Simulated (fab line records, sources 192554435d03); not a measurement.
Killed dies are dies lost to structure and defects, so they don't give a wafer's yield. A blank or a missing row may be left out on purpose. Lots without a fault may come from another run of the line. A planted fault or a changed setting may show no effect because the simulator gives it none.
Split-lot experiment | flow n5_finfet | 7 lots, 21 wafers read, on a route of 1938 steps

THE SPLIT
At N5_BEOL_M14_PEB_26 (peb time 90 s), the setting peb_temp_c was moved away from the recipe's 130 C on 7 of the 21 wafers read, by -2.2% to +2.0%. The other wafers ran this setting at the recipe's value.

FROM THE SPLIT TO THE READING: what the file shows between them, 2 steps
- N5_BEOL_M14_DEVELOP_27: develop time 45 s
- N5_BEOL_M14_HARDBAKE_32: time 120 s

THE READING
cd_nm, in nm, at N5_BEOL_M14_CD_MEAS_28 (target cd 284.4 nm). Fault-free wafers of this fab line usually give 284.0 nm, standard deviation 1.3 nm.

wafer  | tool, chamber at the split | peb_temp_c as run, C | against the recipe | cd_nm, nm | against lot-mates on the recipe
L076.2 | litho_track-01, 0          | 132.6                | +2.0%              | 294.7     | +8.7
L076.4 | litho_track-01, 0          | 130                  | recipe             | 286.0     | -
L076.5 | litho_track-01, 0          | 132.6                | +2.0%              | 295.7     | +9.7
L083.3 | litho_track-01, 0          | 130                  | recipe             | 282.2     | -
L083.4 | litho_track-01, 0          | 130                  | recipe             | 282.4     | -
L083.5 | litho_track-01, 0          | 131.5                | +1.2%              | 291.1     | +8.8
L086.1 | litho_track-05, 0          | 127.2                | -2.2%              | 268.3     | -15.5
L086.3 | litho_track-05, 0          | 130                  | recipe             | 283.8     | -
L086.5 | litho_track-05, 0          | 127.2                | -2.2%              | 268.3     | -15.5
L089.1 | litho_track-04, 0          | 130                  | recipe             | 281.7     | -
L089.3 | litho_track-04, 0          | 130                  | recipe             | 283.0     | -
L089.4 | litho_track-04, 0          | 130                  | recipe             | 282.8     | -
L088.2 | litho_track-04, 0          | 132.1                | +1.6%              | 293.6     | +7.6
L088.3 | litho_track-04, 0          | 130                  | recipe             | 285.4     | -
L088.6 | litho_track-04, 0          | 130                  | recipe             | 286.7     | -
L085.3 | litho_track-01, 0          | 130                  | recipe             | 283.4     | -
L085.4 | litho_track-01, 0          | 128.8                | -0.9%              | 278.3     | -5.0
L085.5 | litho_track-01, 0          | 130                  | recipe             | 283.2     | -
L095.2 | litho_track-05, 0          | 130                  | recipe             | 283.3     | -
L095.3 | litho_track-05, 0          | 130                  | recipe             | 283.4     | -
L095.5 | litho_track-05, 0          | 130                  | recipe             | 283.8     | -

THE FIT
A straight line over all 21 wafers: cd_nm changes by +6.45 nm for each +1% of peb_temp_c; r = +0.98; the points scatter about the line by 1.3 nm.
The same after taking each lot's own level away (the mean of its wafers on the recipe; 21 wafers): +5.95 nm for each +1%; r = +0.98; scatter 1.3 nm.
On that fit, the largest move of peb_temp_c shifts the reading by 13 nm.
The lots' own levels span 282.30 to 286.05 nm, that is 2.9 times the standard deviation above.
So the lot-to-lot level changes the slope little: the two slopes agree.
Check: with one of the wafers moved furthest among these (-2.2%) left out of the fit, the line predicts -12.5 nm for it against its lot-mates. It came out at -15.5 nm against them.

OTHER SPLITS ON THESE WAFERS
These wafers also went through other splits before the reading. Each is held against what the fit with the lots' levels taken away leaves over:
other split on the same wafers | wafers away from the commonest value | r with cd_nm (lot level and that fit taken away)
N5_BEOL_M13_COAT_04 spin_rpm   | 6                                    | +0.39
N5_BEOL_M13_PEB_26 peb_time_s  | 5                                    | +0.01
N5_BEOL_M13_DESCUM_33 time_s   | 7                                    | -0.11

THE WHOLE CHAIN: every reading that the file lists as answering this split, in the file's order
step                   | what it does                    | reading                                                         | change (the file's fit)              | r (the file's)
N5_BEOL_M14_CD_MEAS_28 | target cd 284.4 nm              | cd_nm                                                           | +5.86 nm for each +1% of the setting | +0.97
N5_BEOL_M14_DESCUM_33  | chemistry O2, time 7.9 s        | BEOL_M14.cd_nm (the simulator's own value, which no gauge read) | +5.89 nm for each +1% of the setting | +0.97
N5_BEOL_M14_ETCH_68    | etches SOC in N2/H2, time 450 s | BEOL_M14.cd_nm (the simulator's own value, which no gauge read) | +5.77 nm for each +1% of the setting | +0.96

THE FILE'S OWN FIT
cd_nm changes by +5.86 nm for each +1% of peb_temp_c, r = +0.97.
